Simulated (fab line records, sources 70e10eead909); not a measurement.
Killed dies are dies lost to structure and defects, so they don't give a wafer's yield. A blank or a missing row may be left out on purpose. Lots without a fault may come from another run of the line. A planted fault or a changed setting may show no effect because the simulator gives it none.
Chamber matching | flow nand_harc | NHARC_A_STAIRCASE_ETCH_169 on rie_diel-09: 4 sister chambers
The step etches the open film in CH3F/O2, target depth 50 nm, time 107.1 s. 18 wafers are shown with their chamber, then 9 later ones without.

WAFERS WITH THEIR CHAMBER
wafer  | chamber | showerhead_plenum_p_Torr (Torr) | drypump_motor_current_A (A) | rf_vpp_V (V)
L075.2 | 3       | 2.48                            | 5.2                         | 244.8
L075.3 | 2       | 2.48                            | 5.3                         | 243.7
L075.6 | 0       | 2.34                            | 4.8                         | 243.4
L077.1 | 3       | 2.48                            | 5.3                         | 243.0
L077.4 | 0       | 2.34                            | 4.9                         | 241.5
L077.6 | 3       | 2.48                            | 5.3                         | 244.1
L081.2 | 1       | 2.66                            | 5.4                         | 246.3
L081.3 | 2       | 2.48                            | 5.3                         | 245.9
L081.4 | 3       | 2.48                            | 5.2                         | 244.4
L082.2 | 3       | 2.48                            | 5.2                         | 244.1
L082.4 | 2       | 2.48                            | 5.3                         | 244.3
L082.6 | 3       | 2.48                            | 5.2                         | 244.6
L084.1 | 3       | 2.47                            | 5.2                         | 244.0
L084.3 | 0       | 2.33                            | 4.8                         | 243.0
L084.5 | 0       | 2.33                            | 4.8                         | 242.2
L086.2 | 2       | 2.48                            | 5.3                         | 245.1
L086.4 | 0       | 2.33                            | 4.8                         | 241.8
L086.6 | 3       | 2.47                            | 5.2                         | 244.0

SIGNATURES (means of the wafers above)
reading                  | chamber 0 | chamber 1 | chamber 2 | chamber 3 | scatter within a chamber
showerhead_plenum_p_Torr | 2.3340    | 2.6600    | 2.4800    | 2.4775    | 0.00439
drypump_motor_current_A  | 4.820     | 5.400     | 5.300     | 5.225     | 0.0405
rf_vpp_V                 | 242.380   | 246.300   | 244.750   | 244.125   | 0.726
Rule: a wafer's distance from a chamber is the root of the sum, over the readings, of the square of ((its reading less the chamber's mean) divided by the reading's scatter). The wafer belongs to the nearest chamber; if the next one is less than 2 further off, it can't be placed. The scatter: the root of (the sum of the squares of (reading less its chamber's mean) over the shown wafers, divided by (wafers less chambers)).

WAFERS WITHOUT THEIR CHAMBER
wafer  | showerhead_plenum_p_Torr (Torr) | drypump_motor_current_A (A) | rf_vpp_V (V)
L088.2 | 2.66                            | 5.4                         | 246.9
L088.5 | 2.66                            | 5.4                         | 245.7
L088.6 | 2.48                            | 5.3                         | 243.8
L092.2 | 2.33                            | 4.8                         | 243.0
L092.5 | 2.47                            | 5.2                         | 244.4
L092.6 | 2.47                            | 5.3                         | 244.8
L097.3 | 2.47                            | 5.3                         | 243.6
L097.4 | 2.46                            | 5.2                         | 243.8
L097.6 | 2.32                            | 4.8                         | 243.4

WHICH CHAMBER EACH WENT THROUGH
wafer  | from the rows above     | in truth
L088.2 | 1                       | 1
L088.5 | 1                       | 1
L088.6 | can't be placed: 2 or 3 | 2
L092.2 | 0                       | 0
L092.5 | can't be placed: 3 or 2 | 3
L092.6 | can't be placed: 2 or 3 | 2
L097.3 | can't be placed: 3 or 2 | 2
L097.4 | can't be placed: 3 or 2 | 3
L097.6 | 0                       | 0
Placed correctly: 4 of 9. Can't be placed from these rows: 5 (the true chamber is among the candidates in 5). Placed wrongly: 0.
